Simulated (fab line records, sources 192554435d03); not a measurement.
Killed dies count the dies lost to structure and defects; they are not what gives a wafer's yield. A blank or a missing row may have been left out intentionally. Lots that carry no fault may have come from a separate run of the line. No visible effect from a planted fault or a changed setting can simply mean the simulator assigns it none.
One fault seen from 2 desks + flow n5Finfet + what lay behind the numbers comes last; until then each desk has only its own

== FOR THE TOOL OWNER'S DESK: pecvd-02 ==
The tool's own readings at N5_BEOL_M5_ILD_DEP_00 (deposits SiCOH lowk from DEMS/porogen, target thk 140.64 nm, time 25.9 s): means of the sampled wafers that have a number, for each lot that ran on this tool. Marked OUT: a lot whose mean sits more than 4 standard deviations from the usual mean, which makes it out of limits; the brackets give that distance.
Columns: A = heaterPowerW at N5_BEOL_M5_ILD_DEP_00, usual 289 W; B = showerheadPlenumPTorr at N5_BEOL_M5_ILD_DEP_00, usual 5.735 Torr; C = throttleValvePct at N5_BEOL_M5_ILD_DEP_00, usual 13.6 %
| lot  | first seen here | A   | B     | C    |
|------|-----------------|-----|-------|------|
| L613 | day 8 07:52     | 297 | 5.739 | 14.1 |
| L616 | day 9 05:03     | 304 | 5.733 | 13.8 |
| L620 | day 10 10:40    | 324 | 5.725 | 14.3 |
| L625 | day 11 17:27    | 304 | 5.724 | 13.9 |
| L627 | day 11 23:13    | 302 | 5.730 | 14.0 |
| L628 | day 12 01:11    | 292 | 5.721 | 13.9 |
| L629 | day 12 01:13    | 302 | 5.742 | 14.2 |
Result from this desk: across the 7 lots, nothing is out of limits.

== THE METROLOGY DESK ==
Means of the sampled wafers that have a number, per lot and without regard to the tool the lot ran on: this is what the gauges read. Marked OUT: a lot whose mean sits more than 4 standard deviations from the usual mean, which makes it out of limits; the brackets give that distance.
Columns: A = M5_ILD_THK at N5_BEOL_M5_THK_MEAS_01, usual 120.6 nm
| lot  | first seen here | A                |
|------|-----------------|------------------|
| L613 | day 8 08:26     | 118.8            |
| L614 | day 9 01:08     | 120.4            |
| L616 | day 9 05:37     | 120.5            |
| L619 | day 9 15:33     | 120.4            |
| L621 | day 9 22:46     | 124.5            |
| L622 | day 10 11:12    | 121.3            |
| L620 | day 10 11:17    | 121.2            |
| L625 | day 11 18:01    | 122.1            |
| L627 | day 11 23:47    | 120.5            |
| L628 | day 12 01:44    | 103.9 (-8.8) OUT |
| L629 | day 12 01:47    | 85.4 (-19) OUT   |
| L636 | day 14 04:50    | 118.8            |
This desk's finding: out of limits on L628, L629; first on L628, day 12 01:44 (M5_ILD_THK at N5_BEOL_M5_THK_MEAS_01). L613, L614, L616, L619, L621, L622, L620, L625, L627, L636 stayed within limits.

== ALL TOGETHER ==
At day 12 01:44 the metrology desk could have sounded an alarm, on L628, L629.
Nothing out of limits was seen by the tool owner's desk.
The tool owner's desk has L628, L629 on record, within its limits.
Of the lots named, all ran N5_BEOL_M5_ILD_DEP_00 on pecvd-02.

== WHAT THE SIMULATOR HAD INSERTED ==
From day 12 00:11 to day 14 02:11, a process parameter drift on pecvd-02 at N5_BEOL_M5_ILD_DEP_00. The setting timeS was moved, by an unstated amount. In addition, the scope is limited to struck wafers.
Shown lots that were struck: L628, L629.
Hours from the fault's start to each desk's first reading out of limits: the metrology desk, 2.
